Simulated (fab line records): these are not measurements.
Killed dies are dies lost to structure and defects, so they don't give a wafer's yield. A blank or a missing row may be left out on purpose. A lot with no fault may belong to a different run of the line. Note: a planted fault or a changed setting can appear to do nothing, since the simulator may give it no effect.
fab line records ; flow n5_finfet
record lots=10; wafers=30; last_day=17
route steps=1938 shown WELL_APT@30 PMOS_HMC_CHANNEL_EPI@58 BEOL_M4@1111
lots that met no fault: taken from a fault-free run of the same line
start_h: hours from the record's opening day to when the first of the lot's shown wafers began ; wait_h: hours since the lot's step before ; " as in the row above ; L1.1+2: several wafers, shown together as one row ; - no value, or no start given ; * or withheld: withheld ; < > ~ a bound
route shown NAME@n: NAME is a module with steps in the file, n the number in the route of the first one ; usual: the fault-free wafers' mean and standard deviation ; same: alike in all rows ; chamber/n: place in a boat ; sites: each site's reading ; _std_site: their standard deviation ; _edge_site: the outer-site mean with the inner-site mean subtracted ; radius_mm: how far each site lies from the wafer's centre ; mask NAME#n: copy n ; behind: the tool/chamber that last shaped the wafer ; hold: why the lot was held/for how many hours/how that ended ; device: the n, p or np transistor that did not switch ; end of line: the tests these same wafers got at the end of their route ; a step without rows: its recipe alone ; killed: at the first sort, the dies lost to defects and structure; wafer yield is something else ; map: a wafer's dies, marking killed ones x, the rest . and places with no die _
set.NAME: setting as actually run; set.NAME@STEP: the setting as run at that earlier step ; model.NAME: the simulator's own value behind a step, which no gauge read
one table for each step of the route and one row for each wafer, over a sample of lots
services: a tool's chamber out of use, with start hour (start_h, from the record's first day; less than 0 if before it), hours out, and reason
## steps
# step N5_WELL_APT_INSPECT_10
# recipe mode=adi; inspect_instrument=macro
# usual raw_defect_count=2.2/1.6
lot.wafer;tool;chamber;start_h;wait_h;raw_defect_count
L835.1;defect_inspect-01;-;14.87;0.0;1
L835.3;defect_inspect-01;-;14.87;0.0;1
L835.6;defect_inspect-01;-;14.87;0.0;1
L836.1;defect_inspect-01;-;19.97;0.0;5
L836.3;defect_inspect-01;-;19.97;0.0;1
L836.4;defect_inspect-01;-;19.97;0.0;1
L840.3;defect_inspect-02;-;43.89;0.0;4
L840.5;defect_inspect-02;-;43.89;0.0;6
L840.6;defect_inspect-02;-;43.89;0.0;4
L841.2;defect_inspect-01;-;50.02;0.0;3
L841.3;defect_inspect-01;-;50.02;0.0;2
L841.4;defect_inspect-01;-;50.02;0.0;1
L842.3;defect_inspect-01;-;55.70;0.0;6
L842.4;defect_inspect-01;-;55.70;0.0;1
L842.5;defect_inspect-01;-;55.70;0.0;1
L851.2;defect_inspect-01;-;110.06;0.0;4
L851.4;defect_inspect-01;-;110.06;0.0;1
L851.5;defect_inspect-01;-;110.06;0.0;3
L852.1;defect_inspect-02;-;115.61;0.0;2
L852.4;defect_inspect-02;-;115.61;0.0;5
L852.6;defect_inspect-02;-;115.61;0.0;2
L853.1;defect_inspect-01;-;121.73;0.0;4
L853.4;defect_inspect-01;-;121.73;0.0;3
L853.5;defect_inspect-01;-;121.73;0.0;0
L857.1;defect_inspect-02;-;145.73;0.0;2
L857.4;defect_inspect-02;-;145.73;0.0;0
L857.5;defect_inspect-02;-;145.73;0.0;1
L858.2;defect_inspect-01;-;151.64;0.0;2
L858.3;defect_inspect-01;-;151.64;0.0;0
L858.4;defect_inspect-01;-;151.64;0.0;4
# step N5_PMOS_HMC_CHANNEL_EPI_COAT_31
# recipe resist=BARC; temp_c=205; time_s=60; spin_rpm=1500; resist_thk_nm=66
# usual spin_speed_rpm=1500.1/0.72
lot.wafer;tool;chamber;start_h;wait_h;spin_speed_rpm
L835.1;litho_track-01;0;17.88;0.0;1499.0
L835.3;litho_track-01;0;17.88;0.0;1500.0
L835.6;litho_track-01;0;17.88;0.0;1500.4
L836.1;litho_track-01;0;23.07;0.0;1499.3
L836.3;litho_track-01;0;23.07;0.0;1499.7
L836.4;litho_track-01;0;23.07;0.0;1499.9
L840.3;litho_track-01;0;47.81;0.0;1596.5
L840.5;litho_track-01;0;47.81;0.0;1596.6
L840.6;litho_track-01;0;47.81;0.0;1597.0
L841.2;litho_track-03;0;54.02;0.0;1500.8
L841.3;litho_track-03;0;54.02;0.0;1499.0
L841.4;litho_track-03;0;54.02;0.0;1499.9
L842.3;litho_track-01;0;58.96;0.0;1595.0
L842.4;litho_track-01;0;58.96;0.0;1596.2
L842.5;litho_track-01;0;58.96;0.0;1595.0
L851.2;litho_track-01;0;113.78;0.0;1499.7
L851.4;litho_track-01;0;113.78;0.0;1499.6
L851.5;litho_track-01;0;113.78;0.0;1500.7
L852.1;litho_track-04;0;118.99;0.0;1501.2
L852.4;litho_track-04;0;118.99;0.0;1501.5
L852.6;litho_track-04;0;118.99;0.0;1501.5
L853.1;litho_track-04;0;125.13;0.0;1499.5
L853.4;litho_track-04;0;125.13;0.0;1499.8
L853.5;litho_track-04;0;125.13;0.0;1500.3
L857.1;litho_track-04;0;149.18;0.1;1499.8
L857.4;litho_track-04;0;149.18;0.1;1500.0
L857.5;litho_track-04;0;149.18;0.1;1500.2
L858.2;litho_track-01;0;155.29;0.0;1501.1
L858.3;litho_track-01;0;155.29;0.0;1499.4
L858.4;litho_track-01;0;155.29;0.0;1501.5
# step N5_PMOS_HMC_CHANNEL_EPI_OVL_MEAS_10
# recipe points_per_wafer=44
# usual PMOS_HMC_BLK_OVL=0.3/0.83
lot.wafer;tool;chamber;start_h;wait_h;PMOS_HMC_BLK_OVL[nm]
L835.1;overlay-01;0;18.26;0.0;-0.2
L835.3;overlay-01;0;18.26;0.0;0.7
L835.6;overlay-01;0;18.26;0.0;0.6
L836.1;overlay-02;0;23.33;0.0;0.5
L836.3;overlay-02;0;23.33;0.0;0.4
L836.4;overlay-02;0;23.33;0.0;1.2
L840.3;overlay-02;0;48.06;0.0;1.0
L840.5;overlay-02;0;48.06;0.0;0.2
L840.6;overlay-02;0;48.06;0.0;0.6
L841.2;overlay-02;0;54.40;0.0;0.2
L841.3;overlay-02;0;54.40;0.0;-0.4
L841.4;overlay-02;0;54.40;0.0;-0.3
L842.3;overlay-02;0;59.34;0.0;1.5
L842.4;overlay-02;0;59.34;0.0;1.1
L842.5;overlay-02;0;59.34;0.0;2.1
L851.2;overlay-02;0;114.16;0.0;-0.2
L851.4;overlay-02;0;114.16;0.0;-0.1
L851.5;overlay-02;0;114.16;0.0;-0.4
L852.1;overlay-01;0;119.36;0.0;-0.3
L852.4;overlay-01;0;119.36;0.0;-0.4
L852.6;overlay-01;0;119.36;0.0;-0.4
L853.1;overlay-01;0;125.39;0.0;1.4
L853.4;overlay-01;0;125.39;0.0;1.3
L853.5;overlay-01;0;125.39;0.0;1.1
L857.1;overlay-01;0;149.44;0.0;-0.3
L857.4;overlay-01;0;149.44;0.0;0.7
L857.5;overlay-01;0;149.44;0.0;-0.1
L858.2;overlay-02;0;155.55;0.0;0.1
L858.3;overlay-02;0;155.55;0.0;0.6
L858.4;overlay-02;0;155.55;0.0;-0.2
# step N5_PMOS_HMC_CHANNEL_EPI_DESCUM_14
# recipe chemistry=O2; time_s=7.9; source_power_w=50; bias_power_w=20; pressure_mtorr=20; rf_frequency_hz=2.712e+07; temp_c=40; resist=CAR-ArF-block; o2_flow_sccm=225
# usual drypump_motor_current_A=5.8/0.4; oes_product_au=0.77/0.06; rf_vpp_V=243.0/1.1; showerhead_plenum_p_Torr=2.09/0.053; throttle_valve_pct=20.5/0.3
lot.wafer;tool;chamber;start_h;wait_h;drypump_motor_current_A;oes_product_au;rf_hours_counter_h;rf_vpp_V;showerhead_plenum_p_Torr;throttle_valve_pct
L835.1;rie_diel-06;0;18.91;0.6;5.6;0.72;205;242.4;2.09;21.0
L835.3;rie_diel-06;2;18.91;0.6;6.2;0.76;141;243.3;2.11;20.8
L835.6;rie_diel-06;3;18.91;0.6;5.2;0.77;-;244.0;2.17;20.5
L836.1;rie_diel-06;1;23.39;0.0;5.5;0.78;115;243.9;2.11;20.0
L836.3;rie_diel-06;3;23.39;0.0;5.2;0.77;157;243.0;2.17;20.6
L836.4;rie_diel-06;0;23.39;0.0;5.6;0.72;206;243.6;2.09;21.0
L840.3;rie_diel-02;0;48.12;0.0;5.0;0.99;0;242.2;2.05;20.3
L840.5;rie_diel-02;3;48.12;0.0;6.3;0.92;-;242.6;2.12;20.3
L840.6;rie_diel-02;2;48.12;0.0;6.0;0.76;-;244.7;2.18;20.5
L841.2;rie_diel-01;1;54.53;0.1;5.4;0.78;120;243.0;2.00;20.0
L841.3;rie_diel-01;0;54.53;0.1;6.3;0.70;231;242.4;2.06;20.4
L841.4;rie_diel-01;3;54.53;0.1;6.2;0.81;100;241.7;2.04;20.4
L842.3;rie_diel-02;2;59.43;0.1;6.0;0.77;123;245.1;2.17;20.5
L842.4;rie_diel-02;3;59.43;0.1;6.3;0.91;30;242.2;2.12;20.3
L842.5;rie_diel-02;2;59.43;0.1;6.0;0.76;-;243.7;2.18;20.5
L851.2;rie_diel-01;2;114.22;0.0;5.9;0.81;131;243.6;2.12;20.5
L851.4;rie_diel-01;3;114.22;0.0;6.2;0.79;120;242.5;2.04;20.4
L851.5;rie_diel-01;3;114.22;0.0;6.2;0.79;-;241.7;2.04;20.4
L852.1;rie_diel-02;1;119.42;0.0;5.8;0.70;231;244.6;2.04;20.8
L852.4;rie_diel-02;3;119.42;0.0;6.3;0.88;48;243.8;2.12;20.4
L852.6;rie_diel-02;2;119.42;0.0;6.0;0.75;-;243.6;2.17;20.5
L853.1;rie_diel-01;1;126.22;0.8;5.4;0.77;145;241.1;1.99;20.1
L853.4;rie_diel-01;3;126.22;0.8;6.2;0.78;-;241.3;2.03;20.4
L853.5;rie_diel-01;1;126.22;0.8;5.4;0.77;-;243.2;1.99;20.1
L857.1;rie_diel-02;2;149.78;0.3;6.0;0.74;153;243.9;2.16;20.6
L857.4;rie_diel-02;0;149.78;0.3;5.0;0.89;-;241.6;2.04;20.3
L857.5;rie_diel-02;3;149.78;0.3;6.3;0.86;-;241.8;2.11;20.4
L858.2;rie_diel-01;3;155.92;0.3;6.2;0.76;140;242.4;2.03;20.5
L858.3;rie_diel-01;2;155.92;0.3;5.8;0.79;150;242.8;2.11;20.6
L858.4;rie_diel-01;2;155.92;0.3;5.8;0.79;-;242.7;2.11;20.5
# step N5_BEOL_M4_RC_MEAS_101
# usual DIBL_N=35.3/1.5; DIBL_P=35.3/1.9; IOFF_N=0.145/0.027; IOFF_P=0.20/0.033; ION_N=670/12; ION_P=462/6.8; SS_N=71.3/0.6; SS_P=73.1/0.7; VT_N=251/3.4; VT_P=-251/3.2
lot.wafer;tool;chamber;start_h;wait_h;DIBL_N[mV/V];DIBL_P[mV/V];IOFF_N[nA/um];IOFF_P[nA/um];ION_N[uA/um];ION_P[uA/um];SS_N[mV/dec];SS_P[mV/dec];VT_N[mV];VT_P[mV]
L835.1;prober-02;0;182.71;0.0;35.3;35.0;0.147;0.18;670;456;71.7;72.2;248;-254
L835.3;prober-02;0;182.71;0.0;33.1;32.6;0.115;0.16;664;458;70.6;72.7;254;-252
L835.6;prober-02;0;182.71;0.0;35.4;35.4;0.157;0.20;679;466;70.9;72.6;248;-247
L836.1;prober-01;0;193.92;0.0;35.0;35.7;0.138;0.18;659;450;71.0;73.1;254;-253
L836.3;prober-01;0;193.92;0.0;36.3;38.0;0.166;0.21;680;460;71.8;74.1;249;-251
L836.4;prober-01;0;193.92;0.0;36.2;37.4;0.154;0.20;666;455;71.5;73.9;251;-251
L840.3;prober-01;0;204.08;0.3;36.7;36.6;0.162;0.24;669;464;71.9;73.4;251;-247
L840.5;prober-01;0;204.08;0.3;35.3;35.2;0.133;0.22;664;466;71.6;73.0;251;-249
L840.6;prober-01;0;204.08;0.3;36.8;37.3;0.160;0.25;679;467;72.0;73.3;248;-245
L842.3;prober-01;0;222.77;0.3;34.0;34.3;0.135;0.19;681;471;70.8;72.8;251;-250
L842.4;prober-01;0;222.77;0.3;35.1;34.7;0.151;0.20;682;466;70.5;72.7;246;-248
L842.5;prober-01;0;222.77;0.3;34.4;34.0;0.135;0.19;681;467;70.9;71.7;252;-250
L841.2;prober-02;0;232.01;0.2;39.0;40.1;0.230;0.33;693;476;72.4;75.6;247;-242
L841.3;prober-02;0;232.01;0.2;35.8;36.8;0.172;0.25;676;474;72.2;73.9;245;-241
L841.4;prober-02;0;232.01;0.2;36.0;36.7;0.174;0.25;679;471;71.8;73.8;252;-246
L851.2;prober-01;0;277.69;0.2;33.4;31.0;0.119;0.16;656;459;70.7;72.1;255;-252
L851.4;prober-01;0;277.69;0.2;37.6;36.8;0.200;0.24;695;468;72.2;73.1;247;-248
L851.5;prober-01;0;277.69;0.2;37.0;36.0;0.192;0.23;694;466;71.7;73.6;245;-247
L852.1;prober-01;0;291.23;0.0;35.8;35.4;0.139;0.19;667;461;71.4;72.9;256;-252
L852.4;prober-01;0;291.23;0.0;34.0;33.6;0.103;0.17;641;449;71.2;73.1;257;-254
L852.6;prober-01;0;291.23;0.0;37.7;37.9;0.166;0.23;659;453;71.9;73.5;251;-252
L853.1;prober-02;0;296.26;0.0;35.1;35.6;0.145;0.20;682;466;72.3;73.7;252;-250
L853.4;prober-02;0;296.26;0.0;38.0;38.5;0.202;0.26;690;471;73.0;74.0;246;-247
L853.5;prober-02;0;296.26;0.0;33.5;33.5;0.112;0.16;657;452;71.0;73.2;257;-255
L857.1;prober-02;0;307.25;0.0;36.9;37.1;0.151;0.21;667;460;71.1;73.5;248;-249
L857.4;prober-02;0;307.25;0.0;35.1;34.1;0.120;0.18;663;465;71.8;72.4;254;-250
L857.5;prober-02;0;307.25;0.0;37.1;36.7;0.148;0.22;658;456;71.5;73.8;250;-248
L858.2;prober-01;0;311.05;0.2;36.4;36.2;0.156;0.21;663;459;71.5;73.0;250;-249
L858.3;prober-01;0;311.05;0.2;35.1;34.7;0.147;0.19;675;458;70.4;72.8;249;-250
L858.4;prober-01;0;311.05;0.2;34.8;33.9;0.126;0.17;657;457;70.7;72.9;252;-255
## services
tool;chamber;start_h;hours;kind
rie_diel-02;-;2.43;14.6;pm
rie_diel-01;0;5.08;5.4;repair
rie_diel-02;2;17.43;5.8;repair
rie_diel-02;0;23.23;-;clean
rie_diel-02;0;23.23;-;consumable_replace:focus_ring
rie_diel-02;0;23.23;21.0;scheduled_down
rie_diel-02;0;23.23;21.0;vent_cycle
litho_track-01;-;74.00;-;consumable_replace:filter
rie_diel-01;2;92.69;10.4;repair
rie_diel-02;-;97.54;0.5;repair
rie_diel-02;-;113.36;0.2;repair
rie_diel-01;0;117.13;8.1;repair
rie_diel-02;1;122.10;29.3;repair
rie_diel-01;0;125.25;-;clean
rie_diel-01;0;125.25;-;consumable_replace:focus_ring
rie_diel-01;0;125.25;36.8;scheduled_down
rie_diel-01;0;125.25;36.8;vent_cycle
rie_diel-06;3;134.11;4.1;repair
## key
first_sign step=N5_PMOS_HMC_CHANNEL_EPI_COAT_31; reading=spin_speed_rpm; direction=up; sigmas=99+; usual=*; struck=*
effect none on later readings
met_at N5_PMOS_HMC_CHANNEL_EPI_COAT_31
struck_lots L840,L842
not_acting_at N5_WELL_APT_INSPECT_10,N5_PMOS_HMC_CHANNEL_EPI_OVL_MEAS_10,N5_PMOS_HMC_CHANNEL_EPI_DESCUM_14
onset_between 23.07 47.81
fault kind=process_parameter_drift; tool=litho_track-01; chamber=-; onset_h=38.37; steps=N5_PMOS_HMC_CHANNEL_EPI_COAT_31; channel=spin_rpm; offset=*; shape=step; end_h=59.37; acts_in=*; stated=*
